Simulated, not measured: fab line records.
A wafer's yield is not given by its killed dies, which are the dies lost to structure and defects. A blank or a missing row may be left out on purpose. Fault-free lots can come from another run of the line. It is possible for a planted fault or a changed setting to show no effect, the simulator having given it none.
Matching of chambers    flow nand-harc    rie-diel-05 running NHARC_A_STAIRCASE_TRIM_20: 4 sister chambers
The step chemistry O2, time 211.2 s. 4 wafers are shown with their chamber, then 8 later ones without.

WAFERS PAIRED WITH THEIR CHAMBERS
wafer   chamber  drypump-motor-current-A (A)
L082.3  3        5.8
L085.3  0        6.7
L085.4  2        6.3
L087.2  1        5.3

WAFERS WITHOUT THEIR CHAMBER
wafer   drypump-motor-current-A (A)
L087.4  5.7
L087.5  5.8
L093.3  6.3
L093.5  5.8
L093.6  6.2
L095.2  6.2
L095.5  5.8
L095.6  6.2

THE CHAMBER EACH PASSED THROUGH
wafer   from the rows above  in truth
L087.4  3                    3
L087.5  3                    3
L093.3  2                    2
L093.5  3                    3
L093.6  2                    2
L095.2  2                    2
L095.5  3                    3
L095.6  2                    2
8 of 8 placed correctly. Not placeable from these rows: 0. Number placed wrongly: 0.
How it was worked out, from the rows above alone: a wafer's distance from a chamber is the root of the sum, over the readings, of the square of ((its reading less the chamber's mean) divided by the reading's scatter). If the next closest chamber is less than 2 further off than the closest, the wafer can't be placed; otherwise it belongs to the closest. A chamber's mean is the mean of its shown wafers. The scatter: root of mean squared gap, hidden wafer to nearest shown wafer, with one shown wafer a chamber.
